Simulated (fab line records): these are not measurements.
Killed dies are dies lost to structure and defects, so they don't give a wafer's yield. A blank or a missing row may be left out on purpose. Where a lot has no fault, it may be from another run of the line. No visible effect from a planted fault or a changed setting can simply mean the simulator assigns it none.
fab line records :: flow n5_finfet :: part 2 of 2: steps 5 to 6 of 6
record
  lots=23
  wafers=69
  last_day=19
route steps=1938 shown BEOL_M9@1414
lots untouched by any fault: they come from a run of this same line in which no faults occurred
start_h: the number of hours between the record's first day and the start of the first shown wafer of the lot :: wait_h: hours from the lot's prior step to this one :: " as in the row above :: L1.1+2: a row that stands for several wafers :: - no value, or no start was given :: * or withheld: withheld :: < > ~ a bound
route shown NAME@n: NAME is a module with steps in the file, n the number in the route of the first one :: usual: the fault-free wafers' mean and standard deviation :: same: alike in all rows :: chamber/n: place in a boat :: sites: each site's reading :: _std_site: the standard deviation of these :: _edge_site: mean of outer sites minus mean of inner sites :: radius_mm: how far each site lies from the wafer's centre :: mask NAME#n: copy n :: behind: tool/chamber where the wafer was last shaped :: hold: why the lot went on hold/how many hours it stayed there/how the hold came to an end :: device: the transistor (n, p or np) that didn't switch :: end of line: the same wafers' tests at the end of the route :: where a step has no rows: the recipe by itself :: killed: at the first sort, the dies lost to defects and structure; wafer yield is something else :: map: a wafer's dies, x killed, . not, _ none there
set.NAME: the setting as run; set.NAME@STEP: as run at that earlier step :: model.NAME: the simulator's own value behind a step, which no gauge read
route steps across a sampled set of lots; one table per step, one row per wafer
services: from which hour (start_h, from the record's first day; less than 0 if before it) a tool's chamber was out of use, for how many hours, and why
## steps
# step N5_BEOL_M9_STRIP_80
# recipe
  chemistry=N2/H2
  time_s=10
  power_w=450
  temp_c=40
  pressure_mtorr=20
  rf_frequency_hz=6e+07
  bias_power_w=7
  n2_flow_sccm=200
  h2_flow_sccm=200
# usual
  drypump_motor_current_A=5.8/0.39
  oes_product_au=0.74/0.056
  rf_vpp_V=59.2/0.85
  showerhead_plenum_p_Torr=2.56/0.07
  throttle_valve_pct=23.76/0.21
lot.wafer: L074.2
tool: rie_diel-03
chamber: 2
start_h: -
wait_h: -
drypump_motor_current_A: 5.5
oes_product_au: 0.74
rf_hours_counter_h: 188
rf_vpp_V: 58.6
showerhead_plenum_p_Torr: 2.52
throttle_valve_pct: 23.51

lot.wafer: L074.3
tool: rie_diel-03
chamber: 3
start_h: -
wait_h: -
drypump_motor_current_A: 5.6
oes_product_au: 0.69
rf_hours_counter_h: 216
rf_vpp_V: 59.4
showerhead_plenum_p_Torr: 2.51
throttle_valve_pct: 23.64

lot.wafer: L074.5
tool: rie_diel-03
chamber: 2
start_h: -
wait_h: -
drypump_motor_current_A: 5.5
oes_product_au: 0.73
rf_hours_counter_h: -
rf_vpp_V: 58.2
showerhead_plenum_p_Torr: 2.52
throttle_valve_pct: 23.49

lot.wafer: L076.2
tool: rie_diel-05
chamber: 1
start_h: -
wait_h: -
drypump_motor_current_A: 5.8
oes_product_au: 0.72
rf_hours_counter_h: 177
rf_vpp_V: 59.0
showerhead_plenum_p_Torr: 2.64
throttle_valve_pct: 23.67

lot.wafer: L076.4
tool: rie_diel-05
chamber: 0
start_h: -
wait_h: -
drypump_motor_current_A: 5.3
oes_product_au: 0.79
rf_hours_counter_h: 97
rf_vpp_V: 59.6
showerhead_plenum_p_Torr: 2.56
throttle_valve_pct: 24.22

lot.wafer: L076.5
tool: rie_diel-05
chamber: 2
start_h: -
wait_h: -
drypump_motor_current_A: 5.7
oes_product_au: 0.72
rf_hours_counter_h: -
rf_vpp_V: 58.6
showerhead_plenum_p_Torr: 2.61
throttle_valve_pct: 23.83

lot.wafer: L075.3
tool: rie_diel-03
chamber: 3
start_h: -
wait_h: -
drypump_motor_current_A: 5.6
oes_product_au: 0.70
rf_hours_counter_h: 219
rf_vpp_V: 57.9
showerhead_plenum_p_Torr: 2.51
throttle_valve_pct: 23.66

lot.wafer: L075.5
tool: rie_diel-03
chamber: 0
start_h: -
wait_h: -
drypump_motor_current_A: 6.3
oes_product_au: 0.72
rf_hours_counter_h: -
rf_vpp_V: 59.1
showerhead_plenum_p_Torr: 2.50
throttle_valve_pct: 23.59

lot.wafer: L075.6
tool: rie_diel-03
chamber: 3
start_h: -
wait_h: -
drypump_motor_current_A: 5.6
oes_product_au: 0.70
rf_hours_counter_h: -
rf_vpp_V: 58.8
showerhead_plenum_p_Torr: 2.51
throttle_valve_pct: 23.64

lot.wafer: L077.2
tool: rie_diel-03
chamber: 0
start_h: -
wait_h: -
drypump_motor_current_A: 6.3
oes_product_au: 0.72
rf_hours_counter_h: 219
rf_vpp_V: 59.1
showerhead_plenum_p_Torr: 2.50
throttle_valve_pct: 23.60

lot.wafer: L077.4
tool: rie_diel-03
chamber: 2
start_h: -
wait_h: -
drypump_motor_current_A: 5.5
oes_product_au: 0.74
rf_hours_counter_h: 195
rf_vpp_V: 59.0
showerhead_plenum_p_Torr: 2.52
throttle_valve_pct: 23.51

lot.wafer: L077.5
tool: rie_diel-03
chamber: 3
start_h: -
wait_h: -
drypump_motor_current_A: 5.6
oes_product_au: 0.68
rf_hours_counter_h: -
rf_vpp_V: 59.0
showerhead_plenum_p_Torr: 2.51
throttle_valve_pct: 23.67

lot.wafer: L078.1
tool: rie_diel-03
chamber: 2
start_h: -
wait_h: -
drypump_motor_current_A: 5.4
oes_product_au: 0.74
rf_hours_counter_h: 198
rf_vpp_V: 59.1
showerhead_plenum_p_Torr: 2.51
throttle_valve_pct: 23.51

lot.wafer: L078.3
tool: rie_diel-03
chamber: 0
start_h: -
wait_h: -
drypump_motor_current_A: 6.4
oes_product_au: 0.73
rf_hours_counter_h: 223
rf_vpp_V: 58.1
showerhead_plenum_p_Torr: 2.50
throttle_valve_pct: 23.59

lot.wafer: L078.5
tool: rie_diel-03
chamber: 3
start_h: -
wait_h: -
drypump_motor_current_A: 5.6
oes_product_au: 0.69
rf_hours_counter_h: -
rf_vpp_V: 60.4
showerhead_plenum_p_Torr: 2.51
throttle_valve_pct: 23.66

lot.wafer: L079.3
tool: rie_diel-04
chamber: 2
start_h: -
wait_h: -
drypump_motor_current_A: 6.5
oes_product_au: 0.72
rf_hours_counter_h: 220
rf_vpp_V: 59.5
showerhead_plenum_p_Torr: 2.52
throttle_valve_pct: 23.73

lot.wafer: L079.4
tool: rie_diel-04
chamber: 1
start_h: -
wait_h: -
drypump_motor_current_A: 6.2
oes_product_au: 0.75
rf_hours_counter_h: 162
rf_vpp_V: 58.7
showerhead_plenum_p_Torr: 2.53
throttle_valve_pct: 23.94

lot.wafer: L079.6
tool: rie_diel-04
chamber: 1
start_h: -
wait_h: -
drypump_motor_current_A: 6.2
oes_product_au: 0.74
rf_hours_counter_h: -
rf_vpp_V: 58.9
showerhead_plenum_p_Torr: 2.54
throttle_valve_pct: 23.94

lot.wafer: L080.1
tool: rie_diel-05
chamber: 3
start_h: -
wait_h: -
drypump_motor_current_A: 5.7
oes_product_au: 0.84
rf_hours_counter_h: 71
rf_vpp_V: 58.9
showerhead_plenum_p_Torr: 2.69
throttle_valve_pct: 23.75

lot.wafer: L080.3
tool: rie_diel-05
chamber: 1
start_h: -
wait_h: -
drypump_motor_current_A: 5.8
oes_product_au: 0.72
rf_hours_counter_h: 186
rf_vpp_V: 59.9
showerhead_plenum_p_Torr: 2.63
throttle_valve_pct: 23.65

lot.wafer: L080.4
tool: rie_diel-05
chamber: 2
start_h: -
wait_h: -
drypump_motor_current_A: 5.7
oes_product_au: 0.71
rf_hours_counter_h: 219
rf_vpp_V: 58.4
showerhead_plenum_p_Torr: 2.61
throttle_valve_pct: 23.85

lot.wafer: L081.1
tool: rie_diel-05
chamber: 1
start_h: -
wait_h: -
drypump_motor_current_A: 5.8
oes_product_au: 0.71
rf_hours_counter_h: 191
rf_vpp_V: 58.6
showerhead_plenum_p_Torr: 2.63
throttle_valve_pct: 23.69

lot.wafer: L081.2
tool: rie_diel-05
chamber: 2
start_h: -
wait_h: -
drypump_motor_current_A: 5.7
oes_product_au: 0.71
rf_hours_counter_h: 223
rf_vpp_V: 58.5
showerhead_plenum_p_Torr: 2.61
throttle_valve_pct: 23.85

lot.wafer: L081.5
tool: rie_diel-05
chamber: 0
start_h: -
wait_h: -
drypump_motor_current_A: 5.2
oes_product_au: 0.77
rf_hours_counter_h: -
rf_vpp_V: 59.0
showerhead_plenum_p_Torr: 2.55
throttle_valve_pct: 24.22

lot.wafer: L082.1
tool: rie_diel-04
chamber: 2
start_h: -
wait_h: -
drypump_motor_current_A: 6.5
oes_product_au: 0.72
rf_hours_counter_h: 228
rf_vpp_V: 59.9
showerhead_plenum_p_Torr: 2.51
throttle_valve_pct: 23.75

lot.wafer: L082.3
tool: rie_diel-04
chamber: 0
start_h: -
wait_h: -
drypump_motor_current_A: 5.4
oes_product_au: 0.83
rf_hours_counter_h: 87
rf_vpp_V: 61.0
showerhead_plenum_p_Torr: 2.68
throttle_valve_pct: 23.48

lot.wafer: L082.4
tool: rie_diel-04
chamber: 2
start_h: -
wait_h: -
drypump_motor_current_A: 6.5
oes_product_au: 0.72
rf_hours_counter_h: -
rf_vpp_V: 57.9
showerhead_plenum_p_Torr: 2.51
throttle_valve_pct: 23.73

lot.wafer: L083.1
tool: rie_diel-04
chamber: 2
start_h: -
wait_h: -
drypump_motor_current_A: 6.5
oes_product_au: 0.72
rf_hours_counter_h: 232
rf_vpp_V: 57.8
showerhead_plenum_p_Torr: 2.51
throttle_valve_pct: 23.74

lot.wafer: L083.3
tool: rie_diel-04
chamber: 0
start_h: -
wait_h: -
drypump_motor_current_A: 5.5
oes_product_au: 0.82
rf_hours_counter_h: 92
rf_vpp_V: 60.3
showerhead_plenum_p_Torr: 2.68
throttle_valve_pct: 23.49

lot.wafer: L083.6
tool: rie_diel-04
chamber: 1
start_h: -
wait_h: -
drypump_motor_current_A: 6.2
oes_product_au: 0.74
rf_hours_counter_h: -
rf_vpp_V: 58.8
showerhead_plenum_p_Torr: 2.53
throttle_valve_pct: 23.95

lot.wafer: L084.1
tool: rie_diel-05
chamber: 1
start_h: -
wait_h: -
drypump_motor_current_A: 5.8
oes_product_au: 0.71
rf_hours_counter_h: 198
rf_vpp_V: 58.2
showerhead_plenum_p_Torr: 2.63
throttle_valve_pct: 23.69

lot.wafer: L084.3
tool: rie_diel-05
chamber: 0
start_h: -
wait_h: -
drypump_motor_current_A: 5.3
oes_product_au: 0.76
rf_hours_counter_h: 118
rf_vpp_V: 59.7
showerhead_plenum_p_Torr: 2.55
throttle_valve_pct: 24.25

lot.wafer: L084.4
tool: rie_diel-05
chamber: 3
start_h: -
wait_h: -
drypump_motor_current_A: 5.7
oes_product_au: 0.81
rf_hours_counter_h: 83
rf_vpp_V: 59.6
showerhead_plenum_p_Torr: 2.69
throttle_valve_pct: 23.75

lot.wafer: L085.3
tool: rie_diel-05
chamber: 2
start_h: -
wait_h: -
drypump_motor_current_A: 5.7
oes_product_au: 0.70
rf_hours_counter_h: 236
rf_vpp_V: 59.6
showerhead_plenum_p_Torr: 2.60
throttle_valve_pct: 23.86

lot.wafer: L085.4
tool: rie_diel-05
chamber: 0
start_h: -
wait_h: -
drypump_motor_current_A: 5.2
oes_product_au: 0.76
rf_hours_counter_h: 124
rf_vpp_V: 57.8
showerhead_plenum_p_Torr: 2.55
throttle_valve_pct: 24.24

lot.wafer: L085.6
tool: rie_diel-05
chamber: 1
start_h: -
wait_h: -
drypump_motor_current_A: 5.8
oes_product_au: 0.71
rf_hours_counter_h: -
rf_vpp_V: 58.3
showerhead_plenum_p_Torr: 2.62
throttle_valve_pct: 23.70

lot.wafer: L087.3
tool: rie_diel-03
chamber: 0
start_h: -
wait_h: -
drypump_motor_current_A: 6.4
oes_product_au: 0.70
rf_hours_counter_h: 239
rf_vpp_V: 59.1
showerhead_plenum_p_Torr: 2.49
throttle_valve_pct: 23.62

lot.wafer: L087.5
tool: rie_diel-03
chamber: 1
start_h: -
wait_h: -
drypump_motor_current_A: 6.0
oes_product_au: 0.83
rf_hours_counter_h: -
rf_vpp_V: 60.0
showerhead_plenum_p_Torr: 2.47
throttle_valve_pct: 23.83

lot.wafer: L087.6
tool: rie_diel-03
chamber: 2
start_h: -
wait_h: -
drypump_motor_current_A: 5.5
oes_product_au: 0.72
rf_hours_counter_h: -
rf_vpp_V: 60.4
showerhead_plenum_p_Torr: 2.51
throttle_valve_pct: 23.52

lot.wafer: L086.1
tool: rie_diel-04
chamber: 0
start_h: -
wait_h: -
drypump_motor_current_A: 5.4
oes_product_au: 0.81
rf_hours_counter_h: 97
rf_vpp_V: 60.6
showerhead_plenum_p_Torr: 2.67
throttle_valve_pct: 23.51

lot.wafer: L086.2
tool: rie_diel-04
chamber: 1
start_h: -
wait_h: -
drypump_motor_current_A: 6.2
oes_product_au: 0.73
rf_hours_counter_h: 182
rf_vpp_V: 60.2
showerhead_plenum_p_Torr: 2.53
throttle_valve_pct: 23.95

lot.wafer: L086.6
tool: rie_diel-04
chamber: 1
start_h: -
wait_h: -
drypump_motor_current_A: 6.1
oes_product_au: 0.73
rf_hours_counter_h: -
rf_vpp_V: 59.7
showerhead_plenum_p_Torr: 2.53
throttle_valve_pct: 23.95

lot.wafer: L090.1
tool: rie_diel-05
chamber: 0
start_h: -
wait_h: -
drypump_motor_current_A: 5.2
oes_product_au: 0.76
rf_hours_counter_h: 127
rf_vpp_V: 59.1
showerhead_plenum_p_Torr: 2.55
throttle_valve_pct: 24.26

lot.wafer: L090.2
tool: rie_diel-05
chamber: 1
start_h: -
wait_h: -
drypump_motor_current_A: 5.8
oes_product_au: 0.70
rf_hours_counter_h: 207
rf_vpp_V: 60.5
showerhead_plenum_p_Torr: 2.62
throttle_valve_pct: 23.72

lot.wafer: L090.4
tool: rie_diel-05
chamber: 3
start_h: -
wait_h: -
drypump_motor_current_A: 5.7
oes_product_au: 0.81
rf_hours_counter_h: 92
rf_vpp_V: 59.9
showerhead_plenum_p_Torr: 2.68
throttle_valve_pct: 23.77

lot.wafer: L089.3
tool: rie_diel-03
chamber: 2
start_h: -
wait_h: -
drypump_motor_current_A: 5.4
oes_product_au: 0.71
rf_hours_counter_h: 218
rf_vpp_V: 59.6
showerhead_plenum_p_Torr: 2.51
throttle_valve_pct: 23.53

lot.wafer: L089.5
tool: rie_diel-03
chamber: 0
start_h: -
wait_h: -
drypump_motor_current_A: 6.4
oes_product_au: 0.70
rf_hours_counter_h: -
rf_vpp_V: 58.8
showerhead_plenum_p_Torr: 2.49
throttle_valve_pct: 23.61

lot.wafer: L089.6
tool: rie_diel-03
chamber: 3
start_h: -
wait_h: -
drypump_motor_current_A: 5.6
oes_product_au: 0.68
rf_hours_counter_h: -
rf_vpp_V: 59.3
showerhead_plenum_p_Torr: 2.50
throttle_valve_pct: 23.70

lot.wafer: L092.1
tool: rie_diel-03
chamber: 1
start_h: -
wait_h: -
drypump_motor_current_A: 6.0
oes_product_au: 0.83
rf_hours_counter_h: 75
rf_vpp_V: 60.0
showerhead_plenum_p_Torr: 2.47
throttle_valve_pct: 23.85

lot.wafer: L092.2
tool: rie_diel-03
chamber: 2
start_h: -
wait_h: -
drypump_motor_current_A: 5.4
oes_product_au: 0.72
rf_hours_counter_h: 221
rf_vpp_V: 58.5
showerhead_plenum_p_Torr: 2.50
throttle_valve_pct: 23.54

lot.wafer: L092.6
tool: rie_diel-03
chamber: 0
start_h: -
wait_h: -
drypump_motor_current_A: 6.4
oes_product_au: 0.70
rf_hours_counter_h: -
rf_vpp_V: 59.3
showerhead_plenum_p_Torr: 2.49
throttle_valve_pct: 23.64

lot.wafer: L091.1
tool: rie_diel-05
chamber: 0
start_h: -
wait_h: -
drypump_motor_current_A: 5.2
oes_product_au: 0.75
rf_hours_counter_h: 129
rf_vpp_V: 58.4
showerhead_plenum_p_Torr: 2.55
throttle_valve_pct: 24.25

lot.wafer: L091.2
tool: rie_diel-05
chamber: 2
start_h: -
wait_h: -
drypump_motor_current_A: 5.7
oes_product_au: 0.71
rf_hours_counter_h: 241
rf_vpp_V: 59.4
showerhead_plenum_p_Torr: 2.60
throttle_valve_pct: 23.88

lot.wafer: L091.4
tool: rie_diel-05
chamber: 3
start_h: -
wait_h: -
drypump_motor_current_A: 5.7
oes_product_au: 0.79
rf_hours_counter_h: 94
rf_vpp_V: 61.0
showerhead_plenum_p_Torr: 2.68
throttle_valve_pct: 23.76

lot.wafer: L093.1
tool: rie_diel-04
chamber: 0
start_h: -
wait_h: -
drypump_motor_current_A: 5.4
oes_product_au: 0.79
rf_hours_counter_h: 106
rf_vpp_V: 60.5
showerhead_plenum_p_Torr: 2.67
throttle_valve_pct: 23.51

lot.wafer: L093.3
tool: rie_diel-04
chamber: 1
start_h: -
wait_h: -
drypump_motor_current_A: 6.2
oes_product_au: 0.73
rf_hours_counter_h: 191
rf_vpp_V: 58.7
showerhead_plenum_p_Torr: 2.52
throttle_valve_pct: 23.95

lot.wafer: L093.6
tool: rie_diel-04
chamber: 0
start_h: -
wait_h: -
drypump_motor_current_A: 5.4
oes_product_au: 0.80
rf_hours_counter_h: -
rf_vpp_V: 57.7
showerhead_plenum_p_Torr: 2.67
throttle_valve_pct: 23.49

lot.wafer: L094.1
tool: rie_diel-03
chamber: 2
start_h: -
wait_h: -
drypump_motor_current_A: 5.5
oes_product_au: 0.71
rf_hours_counter_h: 225
rf_vpp_V: 58.4
showerhead_plenum_p_Torr: 2.50
throttle_valve_pct: 23.55

lot.wafer: L094.3
tool: rie_diel-03
chamber: 1
start_h: -
wait_h: -
drypump_motor_current_A: 6.1
oes_product_au: 0.82
rf_hours_counter_h: 80
rf_vpp_V: 59.8
showerhead_plenum_p_Torr: 2.46
throttle_valve_pct: 23.82

lot.wafer: L094.4
tool: rie_diel-03
chamber: 2
start_h: -
wait_h: -
drypump_motor_current_A: 5.4
oes_product_au: 0.71
rf_hours_counter_h: -
rf_vpp_V: 59.6
showerhead_plenum_p_Torr: 2.50
throttle_valve_pct: 23.55

lot.wafer: L095.1
tool: rie_diel-04
chamber: 1
start_h: -
wait_h: -
drypump_motor_current_A: 6.1
oes_product_au: 0.72
rf_hours_counter_h: 193
rf_vpp_V: 57.9
showerhead_plenum_p_Torr: 2.52
throttle_valve_pct: 23.97

lot.wafer: L095.2
tool: rie_diel-04
chamber: 0
start_h: -
wait_h: -
drypump_motor_current_A: 5.4
oes_product_au: 0.79
rf_hours_counter_h: 108
rf_vpp_V: 60.4
showerhead_plenum_p_Torr: 2.67
throttle_valve_pct: 23.53

lot.wafer: L095.5
tool: rie_diel-04
chamber: 1
start_h: -
wait_h: -
drypump_motor_current_A: 6.2
oes_product_au: 0.71
rf_hours_counter_h: -
rf_vpp_V: 58.2
showerhead_plenum_p_Torr: 2.52
throttle_valve_pct: 23.95

lot.wafer: L096.1
tool: rie_diel-05
chamber: 0
start_h: -
wait_h: -
drypump_motor_current_A: 5.2
oes_product_au: 0.75
rf_hours_counter_h: 144
rf_vpp_V: 58.3
showerhead_plenum_p_Torr: 2.54
throttle_valve_pct: 24.28

lot.wafer: L096.5
tool: rie_diel-05
chamber: 3
start_h: -
wait_h: -
drypump_motor_current_A: 5.7
oes_product_au: 0.79
rf_hours_counter_h: -
rf_vpp_V: 60.0
showerhead_plenum_p_Torr: 2.67
throttle_valve_pct: 23.79

lot.wafer: L096.6
tool: rie_diel-05
chamber: 1
start_h: -
wait_h: -
drypump_motor_current_A: 5.8
oes_product_au: 0.69
rf_hours_counter_h: -
rf_vpp_V: 59.7
showerhead_plenum_p_Torr: 2.62
throttle_valve_pct: 23.71

lot.wafer: L097.2
tool: rie_diel-03
chamber: 1
start_h: -
wait_h: -
drypump_motor_current_A: 6.1
oes_product_au: 0.81
rf_hours_counter_h: 96
rf_vpp_V: 57.4
showerhead_plenum_p_Torr: 2.46
throttle_valve_pct: 23.85

lot.wafer: L097.5
tool: rie_diel-03
chamber: 3
start_h: -
wait_h: -
drypump_motor_current_A: 5.6
oes_product_au: 0.95
rf_hours_counter_h: -
rf_vpp_V: 58.5
showerhead_plenum_p_Torr: 2.50
throttle_valve_pct: 23.51

lot.wafer: L097.6
tool: rie_diel-03
chamber: 2
start_h: -
wait_h: -
drypump_motor_current_A: 5.5
oes_product_au: 0.70
rf_hours_counter_h: -
rf_vpp_V: 58.9
showerhead_plenum_p_Torr: 2.50
throttle_valve_pct: 23.57
# step N5_BEOL_M9_OCD_MEAS_38
# usual
  trench_depth_nm=150.8/2.4
lot.wafer: L074.2
tool: ocd-01
chamber: -
start_h: 206.59
wait_h: -
trench_depth_nm: 154.5

lot.wafer: L074.3
tool: ocd-01
chamber: -
start_h: 206.59
wait_h: -
trench_depth_nm: 154.0

lot.wafer: L074.5
tool: ocd-01
chamber: -
start_h: 206.59
wait_h: -
trench_depth_nm: 154.1

lot.wafer: L076.2
tool: ocd-02
chamber: -
start_h: 215.48
wait_h: -
trench_depth_nm: 150.8

lot.wafer: L076.4
tool: ocd-02
chamber: -
start_h: 215.48
wait_h: -
trench_depth_nm: 149.3

lot.wafer: L076.5
tool: ocd-02
chamber: -
start_h: 215.48
wait_h: -
trench_depth_nm: 148.6

lot.wafer: L075.3
tool: ocd-02
chamber: -
start_h: 215.64
wait_h: -
trench_depth_nm: 151.5

lot.wafer: L075.5
tool: ocd-02
chamber: -
start_h: 215.64
wait_h: -
trench_depth_nm: 151.1

lot.wafer: L075.6
tool: ocd-02
chamber: -
start_h: 215.64
wait_h: -
trench_depth_nm: 153.2

lot.wafer: L077.2
tool: ocd-02
chamber: -
start_h: 230.13
wait_h: -
trench_depth_nm: 153.1

lot.wafer: L077.4
tool: ocd-02
chamber: -
start_h: 230.13
wait_h: -
trench_depth_nm: 155.5

lot.wafer: L077.5
tool: ocd-02
chamber: -
start_h: 230.13
wait_h: -
trench_depth_nm: 154.2

lot.wafer: L078.1
tool: ocd-02
chamber: -
start_h: 241.10
wait_h: -
trench_depth_nm: 153.7

lot.wafer: L078.3
tool: ocd-02
chamber: -
start_h: 241.10
wait_h: -
trench_depth_nm: 151.9

lot.wafer: L078.5
tool: ocd-02
chamber: -
start_h: 241.10
wait_h: -
trench_depth_nm: 152.7

lot.wafer: L079.3
tool: ocd-02
chamber: -
start_h: 241.39
wait_h: -
trench_depth_nm: 150.2

lot.wafer: L079.4
tool: ocd-02
chamber: -
start_h: 241.39
wait_h: -
trench_depth_nm: 150.8

lot.wafer: L079.6
tool: ocd-02
chamber: -
start_h: 241.39
wait_h: -
trench_depth_nm: 150.9

lot.wafer: L080.1
tool: ocd-02
chamber: -
start_h: 242.19
wait_h: -
trench_depth_nm: 152.5

lot.wafer: L080.3
tool: ocd-02
chamber: -
start_h: 242.19
wait_h: -
trench_depth_nm: 148.7

lot.wafer: L080.4
tool: ocd-02
chamber: -
start_h: 242.19
wait_h: -
trench_depth_nm: 147.7

lot.wafer: L081.1
tool: ocd-02
chamber: -
start_h: 258.86
wait_h: -
trench_depth_nm: 150.1

lot.wafer: L081.2
tool: ocd-02
chamber: -
start_h: 258.86
wait_h: -
trench_depth_nm: 149.0

lot.wafer: L081.5
tool: ocd-02
chamber: -
start_h: 258.86
wait_h: -
trench_depth_nm: 148.6

lot.wafer: L082.1
tool: ocd-02
chamber: -
start_h: 266.40
wait_h: -
trench_depth_nm: 149.7

lot.wafer: L082.3
tool: ocd-02
chamber: -
start_h: 266.40
wait_h: -
trench_depth_nm: 151.9

lot.wafer: L082.4
tool: ocd-02
chamber: -
start_h: 266.40
wait_h: -
trench_depth_nm: 149.9

lot.wafer: L083.1
tool: ocd-02
chamber: -
start_h: 280.91
wait_h: -
trench_depth_nm: 150.2

lot.wafer: L083.3
tool: ocd-02
chamber: -
start_h: 280.91
wait_h: -
trench_depth_nm: 153.2

lot.wafer: L083.6
tool: ocd-02
chamber: -
start_h: 280.91
wait_h: -
trench_depth_nm: 149.6

lot.wafer: L084.1
tool: ocd-02
chamber: -
start_h: 287.21
wait_h: -
trench_depth_nm: 148.8

lot.wafer: L084.3
tool: ocd-02
chamber: -
start_h: 287.21
wait_h: -
trench_depth_nm: 148.1

lot.wafer: L084.4
tool: ocd-02
chamber: -
start_h: 287.21
wait_h: -
trench_depth_nm: 153.4

lot.wafer: L085.3
tool: ocd-02
chamber: -
start_h: 307.75
wait_h: -
trench_depth_nm: 149.1

lot.wafer: L085.4
tool: ocd-02
chamber: -
start_h: 307.75
wait_h: -
trench_depth_nm: 149.9

lot.wafer: L085.6
tool: ocd-02
chamber: -
start_h: 307.75
wait_h: -
trench_depth_nm: 150.7

lot.wafer: L087.3
tool: ocd-01
chamber: -
start_h: 308.08
wait_h: -
trench_depth_nm: 149.2

lot.wafer: L087.5
tool: ocd-01
chamber: -
start_h: 308.08
wait_h: -
trench_depth_nm: 155.2

lot.wafer: L087.6
tool: ocd-01
chamber: -
start_h: 308.08
wait_h: -
trench_depth_nm: 152.0

lot.wafer: L086.1
tool: ocd-02
chamber: -
start_h: 309.14
wait_h: -
trench_depth_nm: 151.1

lot.wafer: L086.2
tool: ocd-02
chamber: -
start_h: 309.14
wait_h: -
trench_depth_nm: 148.4

lot.wafer: L086.6
tool: ocd-02
chamber: -
start_h: 309.14
wait_h: -
trench_depth_nm: 148.1

lot.wafer: L090.1
tool: ocd-01
chamber: -
start_h: 315.22
wait_h: -
trench_depth_nm: 146.2

lot.wafer: L090.2
tool: ocd-01
chamber: -
start_h: 315.22
wait_h: -
trench_depth_nm: 146.5

lot.wafer: L090.4
tool: ocd-01
chamber: -
start_h: 315.22
wait_h: -
trench_depth_nm: 150.3

lot.wafer: L089.3
tool: ocd-02
chamber: -
start_h: 315.27
wait_h: -
trench_depth_nm: 150.7

lot.wafer: L089.5
tool: ocd-02
chamber: -
start_h: 315.27
wait_h: -
trench_depth_nm: 150.5

lot.wafer: L089.6
tool: ocd-02
chamber: -
start_h: 315.27
wait_h: -
trench_depth_nm: 151.8

lot.wafer: L092.1
tool: ocd-02
chamber: -
start_h: 324.91
wait_h: -
trench_depth_nm: 154.3

lot.wafer: L092.2
tool: ocd-02
chamber: -
start_h: 324.91
wait_h: -
trench_depth_nm: 152.2

lot.wafer: L092.6
tool: ocd-02
chamber: -
start_h: 324.91
wait_h: -
trench_depth_nm: 150.8

lot.wafer: L091.1
tool: ocd-02
chamber: -
start_h: 325.09
wait_h: -
trench_depth_nm: 147.8

lot.wafer: L091.2
tool: ocd-02
chamber: -
start_h: 325.09
wait_h: -
trench_depth_nm: 147.7

lot.wafer: L091.4
tool: ocd-02
chamber: -
start_h: 325.09
wait_h: -
trench_depth_nm: 152.9

lot.wafer: L093.1
tool: ocd-02
chamber: -
start_h: 336.21
wait_h: -
trench_depth_nm: 150.7

lot.wafer: L093.3
tool: ocd-02
chamber: -
start_h: 336.21
wait_h: -
trench_depth_nm: 148.1

lot.wafer: L093.6
tool: ocd-02
chamber: -
start_h: 336.21
wait_h: -
trench_depth_nm: 150.5

lot.wafer: L094.1
tool: ocd-01
chamber: -
start_h: 336.90
wait_h: -
trench_depth_nm: 151.1

lot.wafer: L094.3
tool: ocd-01
chamber: -
start_h: 336.90
wait_h: -
trench_depth_nm: 153.6

lot.wafer: L094.4
tool: ocd-01
chamber: -
start_h: 336.90
wait_h: -
trench_depth_nm: 151.6

lot.wafer: L095.1
tool: ocd-02
chamber: -
start_h: 343.22
wait_h: -
trench_depth_nm: 147.8

lot.wafer: L095.2
tool: ocd-02
chamber: -
start_h: 343.22
wait_h: -
trench_depth_nm: 150.2

lot.wafer: L095.5
tool: ocd-02
chamber: -
start_h: 343.22
wait_h: -
trench_depth_nm: 148.0

lot.wafer: L096.1
tool: ocd-01
chamber: -
start_h: 363.14
wait_h: -
trench_depth_nm: 147.6

lot.wafer: L096.5
tool: ocd-01
chamber: -
start_h: 363.14
wait_h: -
trench_depth_nm: 151.6

lot.wafer: L096.6
tool: ocd-01
chamber: -
start_h: 363.14
wait_h: -
trench_depth_nm: 148.6

lot.wafer: L097.2
tool: ocd-02
chamber: -
start_h: 374.20
wait_h: -
trench_depth_nm: 154.5

lot.wafer: L097.5
tool: ocd-02
chamber: -
start_h: 374.20
wait_h: -
trench_depth_nm: 149.5

lot.wafer: L097.6
tool: ocd-02
chamber: -
start_h: 374.20
wait_h: -
trench_depth_nm: 151.6
## services
tool: rie_diel-03
chamber: 1
start_h: 235.73
hours: 2.8
kind: repair

tool: rie_diel-03
chamber: -
start_h: 252.66
hours: 2.8
kind: pm

tool: rie_diel-04
chamber: 3
start_h: 264.39
hours: 11.2
kind: repair

tool: rie_diel-04
chamber: 0
start_h: 290.08
hours: 9.8
kind: repair

tool: rie_diel-03
chamber: 3
start_h: 308.45
hours: 5.8
kind: repair

tool: rie_diel-05
chamber: 2
start_h: 328.85
hours: 3.0
kind: repair

tool: rie_diel-03
chamber: 3
start_h: 334.88
hours: -
kind: clean

tool: rie_diel-03
chamber: 3
start_h: 334.88
hours: -
kind: consumable_replace:esc

tool: rie_diel-03
chamber: 3
start_h: 334.88
hours: -
kind: consumable_replace:focus_ring

tool: rie_diel-03
chamber: 3
start_h: 334.88
hours: 25.6
kind: scheduled_down

tool: rie_diel-03
chamber: 3
start_h: 334.88
hours: 25.6
kind: vent_cycle

tool: rie_diel-05
chamber: 1
start_h: 340.18
hours: 4.2
kind: repair

tool: rie_diel-04
chamber: 2
start_h: 349.86
hours: -
kind: clean

tool: rie_diel-04
chamber: 2
start_h: 349.86
hours: -
kind: consumable_replace:focus_ring

tool: rie_diel-04
chamber: 2
start_h: 349.86
hours: 25.0
kind: scheduled_down

tool: rie_diel-04
chamber: 2
start_h: 349.86
hours: 25.0
kind: vent_cycle

tool: rie_diel-05
chamber: 2
start_h: 352.59
hours: -
kind: clean

tool: rie_diel-05
chamber: 2
start_h: 352.59
hours: -
kind: consumable_replace:focus_ring

tool: rie_diel-05
chamber: 2
start_h: 352.59
hours: 24.2
kind: scheduled_down

tool: rie_diel-05
chamber: 2
start_h: 352.59
hours: 24.2
kind: vent_cycle

tool: rie_diel-03
chamber: 0
start_h: 355.67
hours: 52.1
kind: repair
